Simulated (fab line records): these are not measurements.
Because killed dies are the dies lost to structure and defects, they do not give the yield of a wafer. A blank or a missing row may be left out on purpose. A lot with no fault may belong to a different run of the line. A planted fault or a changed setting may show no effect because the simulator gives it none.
fab line records	flow n5_finfet
record: lots: 7	wafers: 21
route steps=1938 shown BEOL_M9@1417 BEOL_M10@1470 BEOL_M11@1573 BEOL_M12@1602
start_h: the number of hours between the record's first day and the start of the first shown wafer of the lot	wait_h: hours elapsed since this lot's preceding step	" same as the row above	L1.1+2: one row covering several wafers at once	- value missing, or start not given	* or withheld: withheld	< > ~ a bound
route shown NAME@n: a module of which the file shows steps, and the number in the route of the first	usual: mean and standard deviation over wafers with no fault	same: alike in all rows	chamber/n: place in a boat	sites: per-site readings	_std_site: their standard deviation	_edge_site: the outer-site mean with the inner-site mean subtracted	radius_mm: for every site, how far away it sits from the centre of the wafer	mask NAME#n: copy n	behind: the last tool/chamber to shape the wafer	hold: the reason the lot was held/the length of the hold in hours/how it ended	device: transistor that didn't switch, given as n, p or np	end of line: tests run on the same wafers once the route is complete	where a step has no rows: the recipe by itself	killed: dies that structure and defects cost at the first sort, which is not the same as the wafer's yield	map: shows each die of a wafer: x if killed, . if not, _ if none is there
set.NAME: the setting the step ran with; set.NAME@STEP: the setting that earlier step ran with	model.NAME: the simulator's own value behind a step, which no gauge read
lots with deliberately changed settings; one table per step, one row per wafer
== steps ==
step: N5_BEOL_M9_DESCUM_16
recipe: chemistry: O2	time_s: 7.9	source_power_w: 50	bias_power_w: 20	pressure_mtorr: 20	rf_frequency_hz: 2.712e+07	temp_c: 40	resist: CAR-ArF	o2_flow_sccm: 225
lot.wafer	tool	chamber	start_h	wait_h	set.time_s	set.spin_rpm@BEOL_M9_COAT_05	model.CAR-ArF_of_BEOL_M9_COAT_05.thk_nm
L074.3	rie_diel-03	0	213.44	0.0	8.428	1500	83
L074.4	"	1	"	"	7.9	1500	83.4
L074.6	"	2	"	"	8.428	1500	82.8
L076.3+6	rie_diel-05	1,3	218.61	0.0	7.9	1627	79.8
L076.4	"	1	"	"	7.9	1500	83.4
L081.2	rie_diel-03	0	250.03	0.3	6.428	1398	87.2
L081.3	"	3	"	"	6.428	1500	84.4
L081.4	"	0	"	"	6.428	1398	87.6
L084.3	rie_diel-03	2	268.99	0.1	7.9	1500	83.6
L084.4	"	1	"	"	6.127	1500	85
L084.5	"	3	"	"	7.9	1500	83.8
L094.4	rie_diel-02	3	325.60	0.0	7.9	1359	88.2
L094.5	"	3	"	"	7.414	1500	84
L094.6	"	0	"	"	7.9	1359	88
L096.4	rie_diel-05	0	336.90	0.0	7.9	1398	87
L096.5+6	"	1,0	"	"	7.9	1398	86.8
L095.1+4	rie_diel-02	3,2	349.93	0.0	7.9	1500	83.8
L095.5	"	0	"	"	7.9	1500	83.6
step: N5_BEOL_M9_ETCH_61
recipe: chemistry: CF4	target: SiARC	target_depth_a: 390	mask_material: CAR-ArF	time_s: 65	ion_energy_ev: 80	pressure_mtorr: 40	source_w: 545	bias_w: 36	Ar_flow_sccm: 100	cf4_flow_sccm: 100	ends: cleared
lot.wafer	tool	chamber	start_h	wait_h	set.spin_rpm@BEOL_M9_COAT_05	model.CAR-ArF_of_BEOL_M9_COAT_05.thk_nm
L074.3	rie_diel-03	0	213.47	0.0	1500	54.8
L074.4	"	1	"	"	1500	55.4
L074.6	"	2	"	"	1500	54.6
L076.3+6	rie_diel-05	1,3	218.64	0.0	1627	51.8
L076.4	"	1	"	"	1500	55.6
L081.2	rie_diel-03	0	250.06	0.0	1398	59.4
L081.3	"	3	"	"	1500	56.4
L081.4	"	0	"	"	1398	59.8
L084.3	rie_diel-03	2	269.02	0.0	1500	55.6
L084.4	"	1	"	"	1500	57.2
L084.5	"	3	"	"	1500	55.8
L094.4	rie_diel-02	3	325.63	0.0	1359	60.2
L094.5	"	3	"	"	1500	56
L094.6	"	0	"	"	1359	60
L096.4+5+6	rie_diel-05	0,1,0	336.94	0.0	1398	58.8
L095.1+4	rie_diel-02	3,2	349.97	0.0	1500	55.8
L095.5	"	0	"	"	1500	55.6
step: N5_BEOL_M10_ILD_DEP_00
recipe: material: SiCOH_lowk	target_thk_a: 3085.1	temp_c: 300	precursor: DEMS/porogen	pressure_torr: 5	rf_w: 500	time_s: 58
lot.wafer	tool	chamber	start_h	wait_h	set.time_s	model.SiCOH_lowk_of_BEOL_M10_ILD_DEP_00.thk_nm
L074.3	pecvd-02	1	218.83	0.1	58	307
L074.4	"	0	"	"	58	308.6
L074.6	"	0	"	"	58	311.4
L076.3+6	pecvd-02	0,1	224.62	0.1	58	309.6
L076.4	"	1	"	"	58	307.2
L081.2	pecvd-04	0	257.24	0.0	58	309.4
L081.3	"	1	"	"	58	303.6
L081.4	"	2	"	"	58	310.4
L084.3	pecvd-02	1	274.60	0.1	58	313.6
L084.4	"	2	"	"	58	305.6
L084.5	"	2	"	"	58	311
L094.4	pecvd-04	0	330.13	0.1	58	311
L094.5	"	1	"	"	52.52	283
L094.6	"	2	"	"	58	312.6
L096.4	pecvd-02	2	344.46	0.1	62.53	328.4
L096.5	"	0	"	"	58	310.8
L096.6	"	1	"	"	58	310.2
L095.1	pecvd-04	0	354.93	0.0	58	303.4
L095.4	"	1	"	"	58	307.8
L095.5	"	2	"	"	58	310.2
step: N5_BEOL_M10_CURE_71
recipe: temp_c: 385	time_s: 240	ambient: He/Ar	material: SiCOH_lowk
lot.wafer	tool	chamber	start_h	wait_h	set.time_s@BEOL_M10_ILD_DEP_00	model.SiCOH_lowk_of_BEOL_M10_ILD_DEP_00.thk_nm
L074.3	uv_cure-02	2	219.23	0.4	58	266.6
L074.4	"	2	"	"	58	268
L074.6	"	2	"	"	58	270.4
L076.3+6	uv_cure-01	2	224.85	0.2	58	269
L076.4	"	2	"	"	58	266.8
L081.2	uv_cure-02	0	257.40	0.1	58	268.8
L081.3	"	0	"	"	58	263.6
L081.4	"	0	"	"	58	269.6
L084.3	uv_cure-02	2	274.84	0.2	58	272.4
L084.4	"	2	"	"	58	265.4
L084.5	"	2	"	"	58	270.2
L094.4	uv_cure-03	0	330.42	0.3	58	270.2
L094.5	"	0	"	"	52.52	245.6
L094.6	"	0	"	"	58	271.6
L096.4	uv_cure-03	2	344.75	0.3	62.53	285.6
L096.5	"	2	"	"	58	270
L096.6	"	2	"	"	58	269.4
L095.1	uv_cure-03	0	355.00	0.0	58	263.4
L095.4	"	0	"	"	58	267.4
L095.5	"	0	"	"	58	269.4
step: N5_BEOL_M10_THK_MEAS_01
recipe: reads: SiCOH_lowk_of_BEOL_M10_ILD_DEP_00
usual: M10_ILD_THK: 267/3.2
lot.wafer	tool	chamber	start_h	wait_h	set.time_s@BEOL_M10_ILD_DEP_00	M10_ILD_THK[nm]
L074.3	film_metro-02	-	219.90	0.5	58	267
L074.4	"	-	"	"	58	268
L074.6	"	-	"	"	58	271
L076.3	film_metro-02	-	225.21	0.3	58	269
L076.4	"	-	"	"	58	267
L076.6	"	-	"	"	58	269
L081.2	film_metro-01	-	257.83	0.4	58	269
L081.3	"	-	"	"	58	264
L081.4	"	-	"	"	58	269
L084.3	film_metro-01	-	275.19	0.3	58	272
L084.4	"	-	"	"	58	265
L084.5	"	-	"	"	58	270
L094.4	film_metro-02	-	330.69	0.2	58	270
L094.5	"	-	"	"	52.52	246
L094.6	"	-	"	"	58	272
L096.4	film_metro-02	-	345.02	0.2	62.53	285
L096.5	"	-	"	"	58	270
L096.6	"	-	"	"	58	269
L095.1	film_metro-02	-	355.52	0.4	58	263
L095.4	"	-	"	"	58	267
L095.5	"	-	"	"	58	269
step: N5_BEOL_M11_ETCH_66
recipe: chemistry: N2/H2	target: SOC	target_depth_a: 1200	overetch_a: 240	mask_material: SiARC	temp_c: 40	time_s: 180	ion_energy_ev: 200	pressure_mtorr: 30	source_w: 840	bias_w: 150	n2_flow_sccm: 200	h2_flow_sccm: 200
lot.wafer	tool	chamber	start_h	wait_h	set.time_s	model.SiARC_of_BEOL_M11_COAT_64.thk_nm
L074.3	rie_diel-02	0	231.86	0.0	156.4	23.6
L074.4+6	"	3,0	"	"	180	22.6
L076.3+4	rie_diel-02	2,0	238.33	0.0	180	22.8
L076.6	"	0	"	"	212.2	21.4
L081.2	rie_diel-05	3	270.76	0.0	217.7	21.2
L081.3	"	3	"	"	217.7	21.4
L081.4	"	0	"	"	180	22.6
L084.3+5	rie_diel-03	1	286.55	0.0	142.6	24.2
L084.4	"	0	"	"	142.6	24.4
L094.4	rie_diel-05	0	343.46	0.0	180	22.6
L094.5	"	2	"	"	180	22.4
L094.6	"	3	"	"	208.4	21.8
L096.4	rie_diel-05	3	359.39	0.0	199.9	22
L096.5+6	"	1,0	"	"	180	22.6
L095.1	rie_diel-05	0	368.12	0.0	180	22.4
L095.4	"	0	"	"	180	22.6
L095.5	"	3	"	"	180	22.8
step: N5_BEOL_M11_VIA_ETCH_34
recipe: chemistry: C4F6/O2	target: SiCOH_lowk	target_depth_a: 1845	mask_material: SOC	taper_deg: 4	time_s: 69.2	ion_energy_ev: 250	pressure_mtorr: 30	source_w: 345	bias_w: 185	Ar_flow_sccm: 300	C4F6_flow_sccm: 10	O2_flow_sccm: 10
lot.wafer	tool	chamber	start_h	wait_h	set.time_s	model.etch.depth_nm	model.SOC_of_BEOL_M11_COAT_63.thk_nm
L074.3	rie_diel-02	0	231.98	0.0	76.1	205	90.8
L074.4	"	3	"	"	69.2	182.5	91.4
L074.6	"	0	"	"	76.1	205.3	90.4
L076.3	rie_diel-02	2	238.46	0.0	69.2	186.4	91.8
L076.4	"	0	"	"	69.2	185.5	92.4
L076.6	"	0	"	"	69.2	186.1	92
L081.2	rie_diel-05	3	270.94	0.0	65	173.5	92.2
L081.3	"	3	"	"	69.2	184.6	91.6
L081.4	"	0	"	"	65	176.2	92
L084.3	rie_diel-03	1	286.68	0.0	56.73	153.4	93.2
L084.4	"	0	"	"	69.2	184.4	91.8
L084.5	"	1	"	"	69.2	185	92.2
L094.4	rie_diel-05	0	343.58	0.0	69.2	187.5	92.2
L094.5	"	2	"	"	69.2	188.6	92.2
L094.6	"	3	"	"	69.2	183.5	92.6
L096.4	rie_diel-05	3	359.52	0.0	69.2	183	92.2
L096.5	"	1	"	"	63.48	173.9	92.8
L096.6	"	0	"	"	63.48	173.2	92.6
L095.1	rie_diel-05	0	368.25	0.0	69.2	187.8	92
L095.4	"	0	"	"	69.2	187.6	92.2
L095.5	"	3	"	"	69.2	185.1	92
step: N5_BEOL_M12_ILD_DEP_00
recipe: material: SiOC	target_thk_a: 6589.2	temp_c: 350	precursor: DEMS/O2	pressure_torr: 5	rf_w: 500	time_s: 130.7
lot.wafer	tool	chamber	start_h	wait_h	set.time_s	model.SiOC_of_BEOL_M12_ILD_DEP_00.thk_nm
L074.3	pecvd-04	1	234.55	0.0	130.7	663.2
L074.4	"	2	"	"	112.5	574.2
L074.6	"	1	"	"	130.7	671
L076.3	pecvd-02	2	241.41	0.0	113.9	568.6
L076.4	"	2	"	"	130.7	657.8
L076.6	"	0	"	"	130.7	668.4
L081.2	pecvd-04	1	274.48	0.0	130.7	664.4
L081.3	"	2	"	"	141.8	717.4
L081.4	"	0	"	"	141.8	726
L084.3	pecvd-02	0	289.42	0.0	130.7	652
L084.4	"	0	"	"	130.7	672.8
L084.5	"	2	"	"	130.7	671
L094.4	pecvd-03	0	346.20	0.1	130.7	660.2
L094.5	"	2	"	"	130.7	668.2
L094.6	"	1	"	"	116.3	605.6
L096.4	pecvd-02	2	362.20	0.1	144.7	731.8
L096.5	"	1	"	"	144.7	727.4
L096.6	"	0	"	"	130.7	665.8
L095.1	pecvd-02	1	371.41	0.0	130.7	650.8
L095.4	"	2	"	"	130.7	654.4
L095.5	"	1	"	"	130.7	662
step: N5_BEOL_M12_THK_MEAS_01
recipe: reads: SiOC_of_BEOL_M12_ILD_DEP_00
usual: M12_ILD_THK: 660/7.8
lot.wafer	tool	chamber	start_h	wait_h	set.time_s@BEOL_M12_ILD_DEP_00	M12_ILD_THK[nm]
L074.3	film_metro-01	-	234.68	0.1	130.7	663
L074.4	"	-	"	"	112.5	574
L074.6	"	-	"	"	130.7	672
L076.3	film_metro-01	-	241.54	0.1	113.9	568
L076.4	"	-	"	"	130.7	658
L076.6	"	-	"	"	130.7	668
L081.2	film_metro-01	-	274.61	0.1	130.7	664
L081.3	"	-	"	"	141.8	718
L081.4	"	-	"	"	141.8	726
L084.3	film_metro-01	-	289.55	0.1	130.7	653
L084.4	"	-	"	"	130.7	673
L084.5	"	-	"	"	130.7	671
L094.4	film_metro-02	-	346.29	0.0	130.7	660
L094.5	"	-	"	"	130.7	668
L094.6	"	-	"	"	116.3	606
L096.4	film_metro-01	-	362.29	0.0	144.7	732
L096.5	"	-	"	"	144.7	728
L096.6	"	-	"	"	130.7	665
L095.1	film_metro-02	-	371.54	0.1	130.7	651
L095.4	"	-	"	"	130.7	654
L095.5	"	-	"	"	130.7	662
step: N5_BEOL_M12_COAT_58
recipe: resist: BARC	temp_c: 205	time_s: 60	spin_rpm: 1500	resist_thk_nm: 89
step: N5_BEOL_M12_COAT_04
recipe: spin_rpm: 1625	resist_thk_nm: 400
step: N5_BEOL_M12_DESCUM_15
recipe: chemistry: O2	time_s: 7.9	source_power_w: 50	bias_power_w: 20	pressure_mtorr: 20	rf_frequency_hz: 2.712e+07	temp_c: 40	o2_flow_sccm: 225
step: N5_BEOL_M12_ETCH_59
recipe: chemistry: N2/H2	target: BARC	target_depth_a: 890	overetch_a: 267	time_s: 67.9	ion_energy_ev: 200	pressure_mtorr: 30	source_w: 840	bias_w: 150	n2_flow_sccm: 200	h2_flow_sccm: 200
step: N5_BEOL_M12_VIA_ETCH_16
recipe: chemistry: C4F8/O2/Ar	target: SiOC	pressure_mtorr: 30	source_w: 3000	bias_w: 700	Ar_flow_sccm: 400	C4F8_flow_sccm: 15	O2_flow_sccm: 8	he_inner_torr: 15	he_outer_torr: 30	target_depth_a: 7248	time_s: withheld	ion_energy_ev: 250	ends: cleared
lot.wafer	tool	chamber	start_h	wait_h	set.time_s@BEOL_M12_ILD_DEP_00	model.etch.depth_nm	model.coat_of_BEOL_M12_COAT_04.thk_nm
L074.3	rie_diel-06	0	235.21	0.0	*	663.3	124.6
L074.4	"	1	"	"	*	574.1	149.4
L074.6	"	0	"	"	*	671	121.6
L076.3	rie_diel-06	1	242.14	0.0	*	568.6	150.2
L076.4	"	2	"	"	*	657.8	124.2
L076.6	"	0	"	"	*	668.4	121.6
L081.2	rie_diel-01	3	275.22	0.0	*	664.4	119.8
L081.3	"	0	"	"	*	717.4	102.8
L081.4	"	1	"	"	*	725.9	102.4
L084.3	rie_diel-04	2	290.16	0.0	*	652	124.6
L084.4	"	2	"	"	*	672.8	119
L084.5	"	3	"	"	*	671.1	119
L094.4	rie_diel-06	2	346.76	0.0	*	660.3	125.8
L094.5	"	1	"	"	*	668.1	121.2
L094.6	"	2	"	"	*	605.6	140.6
L096.4	rie_diel-04	0	362.79	0.0	*	731.7	104.4
L096.5	"	1	"	"	*	727.4	105.2
L096.6	"	0	"	"	*	665.7	122.4
L095.1	rie_diel-01	0	372.02	0.0	*	650.9	126.4
L095.4	"	3	"	"	*	654.3	127.6
L095.5	"	2	"	"	*	662.1	123.4
step: N5_BEOL_M12_STRIP_63
recipe: chemistry: N2/H2	power_w: 1000	temp_c: 250	h2_frac: 0.65	overash_fraction: 0.3	pressure_mtorr: 1000	n2_flow_sccm: 1750	h2_flow_sccm: 3250
usual: strip_time_to_endpoint_s: 42.5/0.76
lot.wafer	tool	chamber	start_h	wait_h	set.time_s@BEOL_M12_ILD_DEP_00	strip_time_to_endpoint_s
L074.3	plasma_asher-01	1	235.43	-	130.7	42.9
L074.4	"	0	"	"	112.5	49.5
L074.6	"	1	"	"	130.7	42.1
L076.3	plasma_asher-02	0	242.36	-	113.9	49.7
L076.4	"	1	"	"	130.7	42.8
L076.6	"	0	"	"	130.7	42.1
L081.2	plasma_asher-02	0	275.42	-	130.7	41.7
L081.3	"	1	"	"	141.8	37.0
L081.4	"	0	"	"	141.8	36.9
L084.3	plasma_asher-01	0	290.38	-	130.7	42.9
L084.4	"	1	"	"	130.7	41.4
L084.5	"	0	"	"	130.7	41.4
L094.4	plasma_asher-01	0	346.98	-	130.7	43.2
L094.5	"	0	"	"	130.7	42.0
L094.6	"	1	"	"	116.3	47.2
L096.4	plasma_asher-02	0	363.01	-	144.7	37.4
L096.5	"	1	"	"	144.7	37.6
L096.6	"	0	"	"	130.7	42.3
L095.1	plasma_asher-01	1	372.22	-	130.7	43.4
L095.4	"	0	"	"	130.7	43.7
L095.5	"	1	"	"	130.7	42.6
step: N5_BEOL_M12_ETCH_67
recipe: chemistry: CF4	target: SiARC	target_depth_a: 1430	time_s: 238.3	ion_energy_ev: 80	pressure_mtorr: 40	source_w: 545	bias_w: 36	Ar_flow_sccm: 100	cf4_flow_sccm: 100	ends: cleared
usual: etch_rf_on_time_s: 237/3.4	rf_vpp_V: 184.1/1.1
lot.wafer	tool	chamber	start_h	wait_h	set.source_w	etch_rf_on_time_s	rf_vpp_V
L074.3	rie_diel-04	1	236.22	0.0	598	222	179.4
L074.4	"	2	"	"	598	217	180.3
L074.6	"	0	"	"	545	232	183.1
L076.3	rie_diel-06	0	243.40	0.0	491.4	262	191.6
L076.4	"	2	"	"	545	238	181.9
L076.6	"	0	"	"	491.4	263	192.8
L081.2	rie_diel-01	0	276.20	0.0	545	230	183.9
L081.3	"	2	"	"	545	238	183.8
L081.4	"	3	"	"	545	237	185.2
L084.3	rie_diel-01	1	291.14	0.0	545	240	183.4
L084.4	"	3	"	"	545	237	184.3
L084.5	"	2	"	"	545	240	184.6
L094.4	rie_diel-06	0	347.62	0.0	617	213	178.4
L094.5	"	3	"	"	545	239	184.4
L094.6	"	2	"	"	617	212	175.9
L096.4	rie_diel-06	0	363.77	0.0	545	244	184.6
L096.5	"	3	"	"	545	241	184.9
L096.6	"	0	"	"	545	244	185.4
L095.1	rie_diel-01	3	372.87	0.0	545	244	185.0
L095.4	"	1	"	"	545	241	184.1
L095.5	"	1	"	"	545	240	183.8
== key ==
split: step: N5_BEOL_M9_DESCUM_16	setting: time_s	stated: 7.9	by: wafer
response none clear
split: step: N5_BEOL_M10_ILD_DEP_00	setting: time_s	stated: 58	by: wafer
response: step: N5_BEOL_M10_ILD_DEP_00	reading: model.SiCOH_lowk_of_BEOL_M10_ILD_DEP_00.thk_nm	change: +2.74	per: 1%	r: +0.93
response: step: N5_BEOL_M10_CURE_71	reading: model.SiCOH_lowk_of_BEOL_M10_ILD_DEP_00.thk_nm	change: +2.42	per: 1%	r: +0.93
response: step: N5_BEOL_M10_THK_MEAS_01	reading: M10_ILD_THK	change: +2.41	per: 1%	r: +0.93
split: step: N5_BEOL_M11_ETCH_66	setting: time_s	stated: 180	by: wafer
response: step: N5_BEOL_M11_ETCH_66	reading: model.SiARC_of_BEOL_M11_COAT_64.thk_nm	change: -0.0638	per: 1%	r: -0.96
split: step: N5_BEOL_M11_VIA_ETCH_34	setting: time_s	stated: 69.2	by: wafer
response: step: N5_BEOL_M11_VIA_ETCH_34	reading: model.etch.depth_nm	change: +1.75	per: 1%	r: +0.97
response: step: N5_BEOL_M11_VIA_ETCH_34	reading: model.SOC_of_BEOL_M11_COAT_63.thk_nm	change: -0.0695	per: 1%	r: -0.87
split: step: N5_BEOL_M12_ILD_DEP_00	setting: time_s	stated: 130.7	by: wafer
response: step: N5_BEOL_M12_ILD_DEP_00	reading: model.SiOC_of_BEOL_M12_ILD_DEP_00.thk_nm	change: +6.48	per: 1%	r: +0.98
response: step: N5_BEOL_M12_THK_MEAS_01	reading: M12_ILD_THK	change: +6.51	per: 1%	r: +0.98
response: step: N5_BEOL_M12_VIA_ETCH_16	reading: model.etch.depth_nm	change: +6.48	per: 1%	r: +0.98
response: step: N5_BEOL_M12_VIA_ETCH_16	reading: model.coat_of_BEOL_M12_COAT_04.thk_nm	change: -1.86	per: 1%	r: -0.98
response: step: N5_BEOL_M12_STRIP_63	reading: strip_time_to_endpoint_s	change: *	per: 1%	r: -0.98
split: step: N5_BEOL_M12_ETCH_67	setting: source_w	stated: 545	by: wafer
response: step: N5_BEOL_M12_ETCH_67	reading: etch_rf_on_time_s	change: *	per: 1%	r: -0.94
response: step: N5_BEOL_M12_ETCH_67	reading: rf_vpp_V	change: -0.624	per: 1%	r: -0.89
split outside_this_file step=N5_BEOL_M9_COAT_05 setting=spin_rpm
split outside_this_file: this setting was split too, and the file shows its column; the key of that split is in another file
